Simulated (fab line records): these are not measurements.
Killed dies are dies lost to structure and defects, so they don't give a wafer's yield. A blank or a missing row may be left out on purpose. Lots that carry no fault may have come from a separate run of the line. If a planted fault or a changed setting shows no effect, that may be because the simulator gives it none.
Which tool is to blame? + flow n5-finfet + 42 wafers from 14 lots sampled at 2 of the route's 1938 steps

== WHAT THE GAUGES READ, wafer by wafer ==
N5_BEOL_M3_CD_MEAS_18: pitch 36 nm, target cd 18 nm. Usual: cd-nm at 18.2 nm, with a standard deviation of 0.47.
| lot  | measured     | on        | cd-nm (nm)     | flag |
|------|--------------|-----------|----------------|------|
| L589 | day 7 14:49  | cd-sem-03 | 18.4 17.7 18.2 |      |
| L591 | day 7 22:53  | cd-sem-03 | 17.6 17.3 17.0 |      |
| L590 | day 8 02:26  | cd-sem-01 | 18.4 18.4 17.6 |      |
| L592 | day 8 03:28  | cd-sem-03 | 18.0 17.8 18.7 |      |
| L595 | day 8 12:10  | cd-sem-01 | 18.2 18.3 19.0 |      |
| L594 | day 8 19:11  | cd-sem-03 | 18.1 18.8 18.2 |      |
| L597 | day 9 09:44  | cd-sem-03 | 17.5 18.0 19.2 |      |
| L599 | day 10 01:14 | cd-sem-03 | 18.2 18.1 17.6 |      |
| L601 | day 10 17:35 | cd-sem-01 | 18.3 17.9 17.8 |      |
| L603 | day 10 19:04 | cd-sem-03 | 18.5 18.6 18.4 |      |
| L607 | day 11 21:55 | cd-sem-01 | 18.1 18.8 18.1 |      |
| L608 | day 11 23:46 | cd-sem-02 | 17.7 18.7 18.8 |      |
| L609 | day 12 03:29 | cd-sem-01 | 17.9 17.9 17.5 |      |
| L611 | day 12 17:44 | cd-sem-01 | 18.2 18.4 18.0 |      |

== WHICH TOOL RAN EACH LOT (tool, then ch and the chambers of the sampled wafers, then the start) ==
| lot  | N5_BEOL_M3_ETCH_74                 |
|------|------------------------------------|
| L589 | rie-diel-03 ch 0,1,2, day 7 14:12  |
| L591 | rie-diel-01 ch 0,1, day 7 22:30    |
| L590 | rie-diel-03 ch 0,2,3, day 8 02:02  |
| L592 | rie-diel-05 ch 0,2, day 8 03:04    |
| L595 | rie-diel-03 ch 1,2,3, day 8 11:46  |
| L594 | rie-diel-05 ch 0,2, day 8 18:48    |
| L597 | rie-diel-01 ch 0,2,3, day 9 09:18  |
| L599 | rie-diel-05 ch 0,1,2, day 10 00:50 |
| L601 | rie-diel-05 ch 0,1, day 10 17:02   |
| L603 | rie-diel-03 ch 0,3, day 10 18:40   |
| L607 | rie-diel-01 ch 0,1,2, day 11 21:26 |
| L608 | rie-diel-03 ch 1,2,3, day 11 23:18 |
| L609 | rie-diel-05 ch 0,1,2, day 12 03:05 |
| L611 | rie-diel-01 ch 1,3, day 12 17:20   |
- N5_BEOL_M3_ETCH_74: etches underlayer in N2/H2, target depth 6.5 nm, time 5.2 s.

== WHAT THE TOOLS THEMSELVES READ (means of the sampled wafers that have a number; where no wafer has one, the mark that the record gives instead) ==
N5_BEOL_M3_ETCH_74. Usual: drypump-motor-current-A 5.8 A, standard deviation 0.47; etch-rf-on-time-s 5.17 s, standard deviation 0.19; oes-product-au 0.69 a.u., standard deviation 0.075; rf-vpp-V 523.2 V, standard deviation 2.2; showerhead-plenum-p-Torr 2.52 Torr, standard deviation 0.065; throttle-valve-pct 17.78 %, standard deviation 0.25.
| lot  | tool        | drypump-motor-current-A (A) | etch-rf-on-time-s (s) | oes-product-au (a.u.) | rf-vpp-V (V) | showerhead-plenum-p-Torr (Torr) | throttle-valve-pct (%) | flag |
|------|-------------|-----------------------------|-----------------------|-----------------------|--------------|---------------------------------|------------------------|------|
| L589 | rie-diel-03 | 5.5                         | 5.10                  | 0.67                  | 523.4        | 2.50                            | 17.99                  |      |
| L591 | rie-diel-01 | 5.8                         | 5.25                  | 0.59                  | 521.0        | 2.44                            | 17.89                  |      |
| L590 | rie-diel-03 | 6.0                         | 5.08                  | 0.67                  | 522.7        | 2.51                            | 17.87                  |      |
| L592 | rie-diel-05 | 5.9                         | 5.10                  | 0.73                  | 524.9        | 2.55                            | 17.68                  |      |
| L595 | rie-diel-03 | 5.4                         | 5.03                  | 0.73                  | 523.9        | 2.51                            | 17.92                  |      |
| L594 | rie-diel-05 | 6.2                         | 5.10                  | 0.69                  | 523.6        | 2.51                            | 17.90                  |      |
| L597 | rie-diel-01 | 6.0                         | 5.31                  | 0.67                  | 521.9        | 2.48                            | 17.75                  |      |
| L599 | rie-diel-05 | 5.9                         | 5.24                  | 0.69                  | 524.3        | 2.54                            | 17.70                  |      |
| L601 | rie-diel-05 | 6.1                         | 5.17                  | 0.67                  | 521.0        | 2.50                            | 17.91                  |      |
| L603 | rie-diel-03 | 6.5                         | 5.07                  | 0.82                  | 522.6        | 2.49                            | 17.52                  |      |
| L607 | rie-diel-01 | 5.8                         | 5.16                  | 0.72                  | 525.0        | 2.56                            | 17.67                  |      |
| L608 | rie-diel-03 | 5.4                         | 4.99                  | 0.70                  | 522.4        | 2.50                            | 17.96                  |      |
| L609 | rie-diel-05 | 5.9                         | 5.26                  | 0.68                  | 524.2        | 2.53                            | 17.71                  |      |
| L611 | rie-diel-01 | 6.1                         | 5.23                  | 0.68                  | 523.0        | 2.53                            | 17.72                  |      |

== THE ANSWER, worked out from the rows above alone ==
Rule: lot off if the mean of its wafers having a number is beyond 3 standard deviations from the usual mean. A lot without any number at a reading at which 4 lots or more have one is off too. All remaining lots with rows at the step are treated as sound. After the gauges, taken in route order, come the tools' own readings; for these a lot's mean is taken, as printed above. At the first step where some lot is off, the reading lying furthest off is the one used; lots without a number count as furthest.
Nothing can be told from this: no lot is off at any reading shown.

== WHAT THE SIMULATOR HAD PUT IN ==
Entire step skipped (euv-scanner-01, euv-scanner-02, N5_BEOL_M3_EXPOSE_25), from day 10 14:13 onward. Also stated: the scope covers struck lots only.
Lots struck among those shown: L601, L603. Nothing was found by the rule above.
